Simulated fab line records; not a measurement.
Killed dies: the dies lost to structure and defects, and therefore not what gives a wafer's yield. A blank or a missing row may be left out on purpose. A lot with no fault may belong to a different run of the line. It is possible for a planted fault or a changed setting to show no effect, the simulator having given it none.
Matching of chambers :: flow n5Finfet :: N5_MOL_CONTACT_COAG_CMP_28 on cmp-02: 4 sister chambers
The step polishes, stops on SiNx, t overpolish 0.85 s, target thk 14.522 nm. 8 wafers are shown with their chamber, then 12 later ones without.

## EACH WAFER AND ITS CHAMBER
wafer: L082.5
chamber: 1
motorCurrentA (A): 13.6
timeToEndpointS (s): 5.9

wafer: L083.2
chamber: 1
motorCurrentA (A): 13.8
timeToEndpointS (s): 10.1

wafer: L083.3
chamber: 3
motorCurrentA (A): 11.6
timeToEndpointS (s): 6.8

wafer: L089.3
chamber: 0
motorCurrentA (A): 13.5
timeToEndpointS (s): 5.1

wafer: L089.5
chamber: 2
motorCurrentA (A): 13.6
timeToEndpointS (s): 7.3

wafer: L092.1
chamber: 2
motorCurrentA (A): 13.5
timeToEndpointS (s): 6.6

wafer: L092.2
chamber: 0
motorCurrentA (A): 13.4
timeToEndpointS (s): 3.9

wafer: L092.3
chamber: 3
motorCurrentA (A): 11.5
timeToEndpointS (s): 2.3

## WAFERS MISSING THEIR CHAMBER
wafer: L093.2
motorCurrentA (A): 13.7
timeToEndpointS (s): 1.3

wafer: L093.4
motorCurrentA (A): 13.3
timeToEndpointS (s): 6.1

wafer: L093.5
motorCurrentA (A): 14.1
timeToEndpointS (s): 4.6

wafer: L094.1
motorCurrentA (A): 13.1
timeToEndpointS (s): 1.8

wafer: L094.4
motorCurrentA (A): 13.4
timeToEndpointS (s): 9.4

wafer: L094.5
motorCurrentA (A): 11.6
timeToEndpointS (s): 3.8

wafer: L095.2
motorCurrentA (A): 13.5
timeToEndpointS (s): 5.7

wafer: L095.5
motorCurrentA (A): 11.2
timeToEndpointS (s): 3.7

wafer: L095.6
motorCurrentA (A): 13.4
timeToEndpointS (s): 4.6

wafer: L096.2
motorCurrentA (A): 13.0
timeToEndpointS (s): 3.0

wafer: L096.4
motorCurrentA (A): 11.5
timeToEndpointS (s): 4.1

wafer: L096.5
motorCurrentA (A): 13.9
timeToEndpointS (s): 6.0

## WHICH CHAMBER EACH ONE RAN IN
wafer: L093.2
from the rows above: can't be placed: 2 or 1 or 0
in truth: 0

wafer: L093.4
from the rows above: can't be placed: 0 or 2
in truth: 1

wafer: L093.5
from the rows above: can't be placed: 1 or 2
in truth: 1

wafer: L094.1
from the rows above: can't be placed: 0 or 2
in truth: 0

wafer: L094.4
from the rows above: can't be placed: 2 or 0 or 1
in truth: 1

wafer: L094.5
from the rows above: 3
in truth: 3

wafer: L095.2
from the rows above: can't be placed: 0 or 2 or 1
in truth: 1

wafer: L095.5
from the rows above: 3
in truth: 3

wafer: L095.6
from the rows above: can't be placed: 0 or 2
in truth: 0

wafer: L096.2
from the rows above: can't be placed: 0 or 2
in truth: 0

wafer: L096.4
from the rows above: 3
in truth: 3

wafer: L096.5
from the rows above: can't be placed: 1 or 2
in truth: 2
Correctly placed: 3 of 12. From these rows, 9 cannot be placed; in 8 the true chamber is one of the candidates. Placed wrongly: 0.
How it was worked out, from the rows above alone: a wafer's distance from a chamber is the root of the sum, over the readings, of the square of ((its reading less the chamber's mean) divided by the reading's scatter). If the next closest chamber is less than 2 further off than the closest, the wafer can't be placed; otherwise it belongs to the closest. Each chamber's mean is taken over the wafers shown for it. The scatter: the root of (the sum of the squares of (reading less its chamber's mean) over the shown wafers, divided by (wafers less chambers)).
